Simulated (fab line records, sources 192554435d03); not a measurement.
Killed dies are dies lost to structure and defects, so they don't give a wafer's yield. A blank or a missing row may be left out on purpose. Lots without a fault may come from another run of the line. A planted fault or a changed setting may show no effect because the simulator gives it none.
fab line records | flow n5_finfet
record lots=7 wafers=39
route steps=1938 shown BEOL_M11@1554 BEOL_M13@1673
start_h: hours from the record's first day to the start of the lot's first wafer shown | wait_h: hours since the lot's step before | " the same as in the row above | L1.1+2: a row that stands for several wafers | - no value, or no start given | * or withheld: withheld | < > ~ a bound
route shown NAME@n: a module of which the file shows steps, and the number in the route of the first | usual: mean/standard deviation of fault-free wafers | same: alike in all rows | chamber/n: place in a boat | sites: the reading at each site | _std_site: their standard deviation | _edge_site: outer sites' mean less inner sites' | radius_mm: how far each site lies from the wafer's centre | mask NAME#n: copy n | behind: the tool/chamber that last shaped the wafer | hold: why the lot was held/for how many hours/how that ended | device: the transistor (n, p or np) that didn't switch | end of line: the same wafers' tests at the end of the route | a step without rows: its recipe alone | killed: dies lost to structure and defects at the first sort, not the wafer's yield | map: a wafer's dies, x killed, . not, _ none there
set.NAME: the setting as run; set.NAME@STEP: as run at that earlier step | model.NAME: the simulator's own value behind a step, which no gauge read
lots whose settings were changed on purpose; a table a step, a row a wafer
## steps
# step N5_BEOL_M11_ETCH_62
# recipe chemistry=N2/H2 target=SOC target_depth_a=1100 overetch_a=220 mask_material=SiARC temp_c=40 time_s=165 ion_energy_ev=200 pressure_mtorr=30 source_w=840 bias_w=150 n2_flow_sccm=200 h2_flow_sccm=200
# columns lot.wafer tool chamber start_h wait_h set.time_s model.etch.depth_nm model.SiARC_of_BEOL_M11_COAT_60.thk_nm model.BEOL_M11.cd_offset_nm
L076.1 rie_diel-03 0 260.24 0.0 165 99.92 23.8 -0.4
L076.2 " 3 " " 211.5 99.95 21.8 0.8
L076.3 " 2 " " 165 100 23.6 -1
L076.4 " 1 " " 211.5 99.87 21.6 0.4
L076.5 " 3 " " 211.5 100.2 22 0.2
L076.6 " 2 " " 165 100 23.6 -0.6
L080.1 rie_diel-02 1 283.77 0.0 247.9 99.83 20.4 1.8
L080.2 " 0 " " 165 99.97 23.4 0.4
L080.3 " 2 " " 165 99.58 23.6 0.2
L080.4 " 3 " " 247.9 99.54 20.2 1.6
L080.5 " 1 " " 165 99.7 23.6 0
L080.6 " 2 " " 247.9 99.34 20.2 2
L081.1 rie_diel-02 0 286.93 0.0 101.8 81.49 26.2 -1.2
L081.2 " 2 " " 165 99.24 23.4 -0.2
L081.3 " 3 " " 165 99.82 23.6 0
L081.4 " 1 " " 165 99.32 23.6 0.2
L081.5 " 1 " " 101.8 80.28 26 -1
L081.6 " 2 " " 101.8 81.23 26 -1
L082.1 rie_diel-02 1 309.00 0.0 165 100 23.8 0.4
L082.2 " 2 " " 165 99.91 23.6 -0.2
L082.3 " 3 " " 165 99.77 23.6 0
L082.4 " 0 " " 165 99.44 23.6 -0.8
L082.5 " 2 " " 165 99.85 23.6 0
L082.6 " 1 " " 165 99.51 23.6 -0.6
L086.1 rie_diel-03 1 348.03 0.0 165 100.1 23.2 0.4
L086.5 " 1 " " 165 100 23.2 0
L086.6 " 2 " " 165 99.74 23.4 0.4
L088.1 rie_diel-02 3 363.91 0.0 134 100.2 24.6 0.4
L088.2 " 0 " " 134 100.4 24.6 0
L088.3 " 1 " " 165 99.91 23.6 0
L088.4 " 2 " " 165 100.2 23.6 0.4
L088.5 " 1 " " 134 100.3 24.8 -0.2
L088.6 " 0 " " 165 100.3 23.6 0.4
L096.1 rie_diel-03 1 424.50 0.0 92.78 76.52 26 -1.2
L096.2 " 0 " " 92.78 72.28 26.4 -1.4
L096.3 " 3 " " 165 99.58 23.2 -0.4
L096.4 " 2 " " 92.78 75.2 26 -1.8
L096.5 " 1 " " 165 99.94 23 0
L096.6 " 2 " " 165 99.44 23.4 -0.2
# step N5_BEOL_M11_STRIP_68
# recipe chemistry=N2/H2 temp_c=40 n2_flow_sccm=200 h2_flow_sccm=200 rf_frequency_hz=6e+07
# step N5_BEOL_M11_STRIP_67
# recipe chemistry=CF4 resist=SiARC power_w=300 bias_power_w=75 pressure_mtorr=50 cf4_flow_sccm=150 rf_frequency_hz=6e+07
# step N5_BEOL_M11_HM_OPEN_17
# recipe chemistry=Cl2/BCl3 target_depth_a=200 overetch_a=60 target=TiN mask_material=SOC ion_energy_ev=150 pressure_mtorr=10 icp_w=1000 bias_w=126 Cl2_flow_sccm=53.25 bcl3_flow_sccm=21.75 Ar_flow_sccm=25
# usual oes_product_au=0.69/0.063
# columns lot.wafer tool chamber start_h wait_h set.time_s@BEOL_M11_ETCH_62 oes_product_au model.BEOL_M11.cd_offset_nm
L076.1 rie_metal-02 0 260.43 0.0 165 0.66 -0.4
L076.2 " 1 " " 211.5 0.56 1
L076.3 " 0 " " 165 0.66 -0.8
L076.4 " 1 " " 211.5 0.57 0.2
L076.5 " 1 " " 211.5 0.56 0.4
L076.6 " 0 " " 165 0.66 -0.8
L080.1 rie_metal-02 1 283.95 0.0 247.9 0.51 1.8
L080.2 " 0 " " 165 0.66 0.6
L080.3 " 0 " " 165 0.66 0.4
L080.4 " 1 " " 247.9 0.50 1.6
L080.5 " 0 " " 165 0.66 0
L080.6 " 1 " " 247.9 0.50 2
L081.1 rie_metal-03 1 287.12 0.0 101.8 0.33 -1.2
L081.2 " 1 " " 165 0.76 -0.2
L081.3 " 1 " " 165 0.75 0
L081.4 " 1 " " 165 0.75 0.2
L081.5 " 1 " " 101.8 0.33 -1
L081.6 " 1 " " 101.8 0.33 -1
L082.1 rie_metal-03 0 309.18 0.0 165 0.77 0.4
L082.2 " 1 " " 165 0.74 -0.2
L082.3 " 0 " " 165 0.76 0
L082.4 " 1 " " 165 0.74 -0.6
L082.5 " 0 " " 165 0.77 0
L082.6 " 1 " " 165 0.74 -0.4
L086.1 rie_metal-02 0 348.21 0.0 165 0.65 0.6
L086.5 " 0 " " 165 0.64 0
L086.6 " 1 " " 165 0.64 0.4
L088.1 rie_metal-02 1 364.10 0.0 134 0.62 0.4
L088.2 " 0 " " 134 0.64 0
L088.3 " 0 " " 165 0.64 0
L088.4 " 1 " " 165 0.63 0.4
L088.5 " 1 " " 134 0.63 -0.2
L088.6 " 0 " " 165 0.64 0.4
L096.1 rie_metal-02 1 424.69 0.0 92.78 0.27 -1.2
L096.2 " 0 " " 92.78 0.28 -1.4
L096.3 " 1 " " 165 0.62 -0.4
L096.4 " 0 " " 92.78 0.28 -1.8
L096.5 " 0 " " 165 0.63 0
L096.6 " 1 " " 165 0.62 -0.4
# step N5_BEOL_M13_ETCH_59
# recipe chemistry=N2/H2 target=BARC target_depth_a=890 overetch_a=267 time_s=67.9 ion_energy_ev=200 pressure_mtorr=30 source_w=840 bias_w=150 n2_flow_sccm=200 h2_flow_sccm=200
# columns lot.wafer tool chamber start_h wait_h set.time_s model.coat_of_BEOL_M13_COAT_04.thk_nm model.etch.depth_nm
L076.1 rie_diel-02 2 270.67 0.0 51.12 333 87.11
L076.2 " 1 " " 51.12 334.6 86.66
L076.3 " 0 " " 51.12 332.8 87.55
L076.4 " 3 " " 67.9 318.6 89.33
L076.5 " 2 " " 67.9 318.2 89.25
L076.6 " 1 " " 67.9 318.4 89.4
L080.1 rie_diel-02 2 295.04 0.0 67.9 318.4 88.93
L080.2 " 0 " " 67.9 317.8 88.77
L080.3 " 3 " " 67.9 318.2 88.78
L080.4 " 1 " " 67.9 319.8 88.94
L080.5 " 1 " " 67.9 320.2 89.05
L080.6 " 2 " " 67.9 319.2 89.23
L081.1 rie_diel-06 3 297.88 0.0 67.9 317.2 89.05
L081.2 " 0 " " 104.6 282.4 89.05
L081.3 " 1 " " 67.9 318.2 89.43
L081.4 " 2 " " 104.6 282 89.04
L081.5 " 1 " " 104.6 283.8 89.17
L081.6 " 0 " " 67.9 317.8 89.16
L082.1 rie_diel-03 2 322.39 0.0 95.63 290.4 89.09
L082.2 " 3 " " 67.9 319.6 89.08
L082.3 " 0 " " 95.63 293.4 89.21
L082.4 " 1 " " 95.63 289 88.99
L082.5 " 0 " " 67.9 320.4 89.2
L082.6 " 1 " " 67.9 315.2 89.24
L086.1 rie_diel-03 2 356.98 0.0 67.9 317.8 88.77
L086.5 " 3 " " 67.9 318.8 88.85
L086.6 " 2 " " 67.9 319 88.76
L088.1 rie_diel-06 0 376.15 0.0 44.36 339.6 75.6
L088.2 " 3 " " 67.9 318 89.35
L088.3 " 2 " " 44.36 339.2 76.14
L088.4 " 0 " " 67.9 316.6 88.91
L088.5 " 3 " " 44.36 340.8 74.96
L088.6 " 2 " " 67.9 317.8 89.18
L096.1 rie_diel-02 3 437.94 0.0 96.7 289.2 89.4
L096.2 " 1 " " 67.9 318.6 89.42
L096.3 " 0 " " 96.7 291.6 89.14
L096.4 " 2 " " 67.9 317.8 89.33
L096.5 " 3 " " 96.7 291.2 89.15
L096.6 " 2 " " 67.9 317.2 89.35
# step N5_BEOL_M13_VIA_ETCH_16
# recipe chemistry=C4F8/O2/Ar target=SiOC pressure_mtorr=30 source_w=3000 bias_w=700 Ar_flow_sccm=400 C4F8_flow_sccm=15 O2_flow_sccm=8 he_inner_torr=15 he_outer_torr=30 target_depth_a=9217 time_s=withheld ion_energy_ev=250 ends=cleared
# columns lot.wafer tool chamber start_h wait_h set.time_s@BEOL_M13_ETCH_59 model.coat_of_BEOL_M13_COAT_04.thk_nm
L076.1 rie_diel-02 2 270.72 0.0 * 88
L076.2 " 1 " " * 90
L076.3 " 0 " " * 86.8
L076.4 " 3 " " * 68
L076.5 " 2 " " * 70.6
L076.6 " 1 " " * 71
L080.1 rie_diel-02 2 295.09 0.0 * 70.6
L080.2 " 0 " " * 68.6
L080.3 " 3 " " * 71
L080.4+6 " 1,2 " " * 68.2
L080.5 " 1 " " * 70
L081.1 rie_diel-06 3 297.93 0.0 * 74.8
L081.2 " 0 " " * 44.2
L081.3 " 1 " " * 77.8
L081.4 " 2 " " * 38.8
L081.5 " 1 " " * 37.4
L081.6 " 0 " " * 73.4
L082.1 rie_diel-03 2 322.44 0.0 * 44.4
L082.2 " 3 " " * 75.4
L082.3 " 0 " " * 44
L082.4 " 1 " " * 40.6
L082.5 " 0 " " * 71.8
L082.6 " 1 " " * 66.2
L086.1 rie_diel-03 2 357.03 0.0 * 74.2
L086.5 " 3 " " * 71.8
L086.6 " 2 " " * 71.2
L088.1 rie_diel-06 0 376.20 0.0 * 92.6
L088.2 " 3 " " * 69.8
L088.3 " 2 " " * 92.8
L088.4 " 0 " " * 64.4
L088.5 " 3 " " * 91
L088.6 " 2 " " * 66.6
L096.1 rie_diel-02 3 437.99 0.0 * 48.2
L096.2+6 " 1,2 " " * 73.2
L096.3 " 0 " " * 45.6
L096.4 " 2 " " * 72
L096.5 " 3 " " * 40.8
# step N5_BEOL_M13_STRIP_63
# recipe chemistry=N2/H2 power_w=1000 temp_c=250 h2_frac=0.65 overash_fraction=0.3 pressure_mtorr=1000 n2_flow_sccm=1750 h2_flow_sccm=3250
# usual oes_product_au=0.676/0.005 strip_time_to_endpoint_s=28.2/0.97
# columns lot.wafer tool chamber start_h wait_h set.time_s@BEOL_M13_ETCH_59 oes_product_au strip_time_to_endpoint_s
L076.1 plasma_asher-01 1 270.96 - 51.12 0.682 32.9
L076.2 " 0 " " 51.12 0.687 33.4
L076.3 " 1 " " 51.12 0.679 32.5
L076.4 " 0 " " 67.9 0.672 27.0
L076.5 " 1 " " 67.9 0.674 27.9
L076.6 " 0 " " 67.9 0.680 28.0
L080.1 plasma_asher-02 0 295.33 - 67.9 0.676 27.9
L080.2 " 1 " " 67.9 0.673 27.3
L080.3 " 0 " " 67.9 0.671 28.0
L080.4 " 1 " " 67.9 0.679 27.2
L080.5 " 1 " " 67.9 0.678 27.7
L080.6 " 0 " " 67.9 0.673 27.1
L081.1 plasma_asher-02 0 298.16 - 67.9 0.678 29.1
L081.2 " 1 " " 104.6 0.662 19.8
L081.3 " 1 " " 67.9 0.680 29.9
L081.4 " 0 " " 104.6 0.652 18.0
L081.5 " 0 " " 104.6 0.658 17.5
L081.6 " 1 " " 67.9 0.676 28.7
L082.1 plasma_asher-02 1 322.68 - 95.63 0.656 19.9
L082.2 " 0 " " 67.9 0.683 29.2
L082.3 " 0 " " 95.63 0.663 19.7
L082.4 " 1 " " 95.63 0.655 18.6
L082.5 " 0 " " 67.9 0.666 28.2
L082.6 " 1 " " 67.9 0.674 26.6
L086.1 plasma_asher-02 0 357.27 - 67.9 0.680 28.9
L086.5 " 0 " " 67.9 0.677 28.2
L086.6 " 1 " " 67.9 0.676 28.0
L088.1 plasma_asher-01 0 376.44 - 44.36 0.682 34.2
L088.2 " 1 " " 67.9 0.667 27.6
L088.3 " 1 " " 44.36 0.678 34.2
L088.4 " 0 " " 67.9 0.671 26.0
L088.5 " 1 " " 44.36 0.685 33.7
L088.6 " 0 " " 67.9 0.666 26.7
L096.1 plasma_asher-02 0 438.23 - 96.7 0.660 21.1
L096.2 " 1 " " 67.9 0.679 28.6
L096.3 " 0 " " 96.7 0.658 20.2
L096.4 " 1 " " 67.9 0.679 28.2
L096.5 " 0 " " 96.7 0.656 18.7
L096.6 " 1 " " 67.9 0.676 28.6
# step N5_BEOL_M13_STRIP_64
# recipe chemistry=N2/H2 power_w=1000 temp_c=250 h2_frac=0.65 overash_fraction=0.3 pressure_mtorr=withheld n2_flow_sccm=1750 h2_flow_sccm=3250
# step N5_BEOL_M13_STRIP_71
# recipe chemistry=post_etch_residue_remover time_s=60 temp_c=25 remover_ph=withheld remover_water_wt_pct=withheld remover_fluoride_wt_pct=withheld
# step N5_BEOL_M13_SRD_72
# recipe time_s=30 temp_c=23 rinse_liquid=diw dry=n2_spin spin_rpm=1500 dry_time_s=30
# step N5_BEOL_M13_CD_MEAS_17
# recipe target_cd_nm=190 polarity=opening
# usual cd_nm=190.6/1.3
# columns lot.wafer tool chamber start_h wait_h set.time_s@BEOL_M13_ETCH_59 cd_nm
L076.1 cd_sem-02 - 271.16 0.0 51.12 186.9
L076.2 " - " " 51.12 188.4
L076.3 " - " " 51.12 188.4
L076.4 " - " " 67.9 190.7
L076.5 " - " " 67.9 191.5
L076.6 " - " " 67.9 191.2
L080.1 cd_sem-02 - 295.54 0.0 67.9 187.7
L080.2 " - " " 67.9 189.0
L080.3 " - " " 67.9 188.7
L080.4 " - " " 67.9 187.6
L080.5 " - " " 67.9 189.3
L080.6 " - " " 67.9 188.0
L081.1 cd_sem-03 - 298.38 0.0 67.9 -
L081.2 " - " " 104.6 196.6
L081.3 " - " " 67.9 190.2
L081.4 " - " " 104.6 196.8
L081.5 " - " " 104.6 -
L081.6 " - " " 67.9 -
L082.1 cd_sem-03 - 322.88 0.0 95.63 199.6
L082.2 " - " " 67.9 191.9
L082.3 " - " " 95.63 198.3
L082.4 " - " " 95.63 198.5
L082.5 " - " " 67.9 194.0
L082.6 " - " " 67.9 192.6
L086.1 cd_sem-03 - 357.48 0.0 67.9 190.1
L086.5 " - " " 67.9 190.4
L086.6 " - " " 67.9 192.8
L088.1 cd_sem-02 - 376.65 0.0 44.36 186.2
L088.2 " - " " 67.9 191.1
L088.3 " - " " 44.36 185.5
L088.4 " - " " 67.9 190.6
L088.5 " - " " 44.36 185.4
L088.6 " - " " 67.9 190.7
L096.1 cd_sem-03 - 438.44 0.0 96.7 -
L096.2 " - " " 67.9 -
L096.3 " - " " 96.7 197.0
L096.4 " - " " 67.9 -
L096.5 " - " " 96.7 195.2
L096.6 " - " " 67.9 190.0
## key
split step=N5_BEOL_M11_ETCH_62 setting=time_s stated=165 by=wafer
response step=N5_BEOL_M11_ETCH_62 reading=model.etch.depth_nm shape=bent at_lowest=74.67 at_stated=99.8 at_highest=99.57
response step=N5_BEOL_M11_ETCH_62 reading=model.SiARC_of_BEOL_M11_COAT_60.thk_nm change=-0.0655 per=1% r=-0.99
response step=N5_BEOL_M11_ETCH_62 reading=model.BEOL_M11.cd_offset_nm change=+0.0301 per=1% r=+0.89
response step=N5_BEOL_M11_HM_OPEN_17 reading=oes_product_au shape=bent at_lowest=0.28 at_stated=0.69 at_highest=0.50
response step=N5_BEOL_M11_HM_OPEN_17 reading=model.BEOL_M11.cd_offset_nm change=+0.029 per=1% r=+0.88
split step=N5_BEOL_M13_ETCH_59 setting=time_s stated=67.9 by=wafer
response step=N5_BEOL_M13_ETCH_59 reading=model.coat_of_BEOL_M13_COAT_04.thk_nm change=-0.648 per=1% r=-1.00
response step=N5_BEOL_M13_ETCH_59 reading=model.etch.depth_nm shape=bent at_lowest=75.57 at_stated=89.11 at_highest=89.09
response step=N5_BEOL_M13_VIA_ETCH_16 reading=model.coat_of_BEOL_M13_COAT_04.thk_nm change=-0.679 per=1% r=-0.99
response step=N5_BEOL_M13_STRIP_63 reading=oes_product_au change=-0.000401 per=1% r=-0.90
response step=N5_BEOL_M13_STRIP_63 reading=strip_time_to_endpoint_s change=* per=1% r=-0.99
response step=N5_BEOL_M13_CD_MEAS_17 reading=cd_nm change=+0.139 per=1% r=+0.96
